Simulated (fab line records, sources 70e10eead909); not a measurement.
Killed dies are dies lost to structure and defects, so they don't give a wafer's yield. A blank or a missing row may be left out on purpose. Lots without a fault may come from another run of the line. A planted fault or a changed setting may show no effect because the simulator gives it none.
A struck lot beside a sound one | flow nand_harc | 15 steps out of a route of 1302
Sound: wafers L536.1, L536.2, L536.4. Struck: wafers L548.3, L548.4, L548.6. The cause comes at the end.
At each step with rows: each side's tool, then ch and its chambers, then its first start. Under that, the readings that differ: sound wafers | struck wafers | difference of the means | sigmas: that difference in standard deviations of wafers without a fault.
alike: readings whose means differ by less than 2 such deviations, and words and numbers that are the same on both sides. not compared: withheld readings, readings that some wafer has no value for, bounds like >300 that may hide the same value, and numbers for which the record gives no deviation and whose values overlap.
The two part at a step that has a row with sigmas, a row that says differs or no value, or rows on one side only. Numbers that don't overlap but have no deviation are shown without sigmas and don't part them. A reading that every wafer of one side lacks parts them only if that side has two wafers or more.

NHARC_A_BLC_DESCUM_15: chemistry O2, time 3 s.
  sound on rie_diel-03 ch 0,2,3, day 25 14:00; struck on rie_diel-05 ch 1,3, day 30 00:55
  alike: drypump_motor_current_A, oes_product_au, rf_vpp_V, showerhead_plenum_p_Torr, throttle_valve_pct
  not compared: rf_hours_counter_h
NHARC_A_BLC_ETCH_16: etches the open film in CF4, target depth 39 nm, time 65 s.
  sound on rie_diel-03 ch 0,1,3, day 25 14:05; struck on rie_diel-05 ch 1,2, day 30 00:59
  alike: drypump_motor_current_A, oes_product_au, rf_vpp_V, showerhead_plenum_p_Torr, throttle_valve_pct
  not compared: rf_hours_counter_h
NHARC_A_BLC_ETCH_17: etches the open film in N2/H2, target depth 390 nm, time 609.38 s.
  sound on rie_diel-03 ch 0,2,3; struck on rie_diel-05 ch 2,3
  alike: drypump_motor_current_A, n2_flow_sccm, oes_product_au, rf_vpp_V, showerhead_plenum_p_Torr, throttle_valve_pct
  not compared: rf_hours_counter_h
then, 1 step without rows for these wafers: NHARC_A_BLC_ETCH_18 (etches the open film in C4F8/O2/Ar, target depth 910 nm).
NHARC_A_BLC_CD_MEAS_19:
  sound on cd_sem-02, day 25 14:58; struck on cd_sem-01, day 30 01:53
  alike: cd_nm
then, 1 step without rows for these wafers: NHARC_A_BLC_STRIP_29 (strips in CF4).
NHARC_A_BLC_STRIP_21: strips in O2.
  sound on rie_diel-01 ch 0,2,3, day 25 15:08; struck on rie_diel-05 ch 0,1,3, day 30 02:03
  alike: drypump_motor_current_A, oes_product_au, rf_vpp_V, showerhead_plenum_p_Torr, throttle_valve_pct
  not compared: rf_hours_counter_h
then, 3 steps without rows for these wafers: NHARC_A_BLC_STRIP_22 (strips in post etch residue remover, time 600 s); NHARC_A_BLC_DEGAS_30 (time 60 s); NHARC_A_BLC_PRE_CLEAN_31 (time 15 s).
NHARC_A_BLC_PVD_32: deposits Ti, target thk 5 nm, time 17.7 s.
  sound on pvd_sputter-02; struck on pvd_sputter-03
  alike: throttle_valve_pct
then, 1 step without rows for these wafers: NHARC_A_BLC_ALD_23 (deposits TiN, target thk 3 nm, pulse time 1 s, ald cycles 150).
NHARC_A_BLC_CVD_24: deposits W, target thk 150 nm, time 434 s.
  sound on cvd_w-02 ch 0,1, day 25 16:01; struck on cvd_w-01 ch 0,1, day 30 03:04
  no value came back on the struck wafers for chamber_pressure_Torr (Torr), heater_power_outer_w (W), heater_power_w (W), throttle_valve_pct (%); on the sound wafers chamber_pressure_Torr (Torr) reads 40.09 39.85 40.01
  not compared: since_wet_clean_h
NHARC_A_BLC_CMP_25: polishes, t overpolish 30 s, target thk 150 nm.
  sound on cmp-04 ch 0,1,3, day 25 16:34; struck on cmp-02 ch 0,1,2, day 30 03:29
  reading                | sound          | struck      | difference | sigmas
  time_to_endpoint_s (s) | 32.6 32.5 34.4 | 0.0 0.0 0.0 | -33.2      | -17
  alike: motor_current_A, overpolish_run_s
-- the record jumps here: 2 days lie between the struck wafers' starts before and after (it left off in module A_BLC and takes up again in module END, whose first step shown is number 1302 of the route) --
NHARC_END_SORT_01:
  the record has rows for the struck wafers here (prober-01 ch 0, day 32 09:48) and none for the sound ones

WHERE THEY PART
First at NHARC_A_BLC_CVD_24; last, within this record, at NHARC_END_SORT_01.

WHY: what the simulator had put in
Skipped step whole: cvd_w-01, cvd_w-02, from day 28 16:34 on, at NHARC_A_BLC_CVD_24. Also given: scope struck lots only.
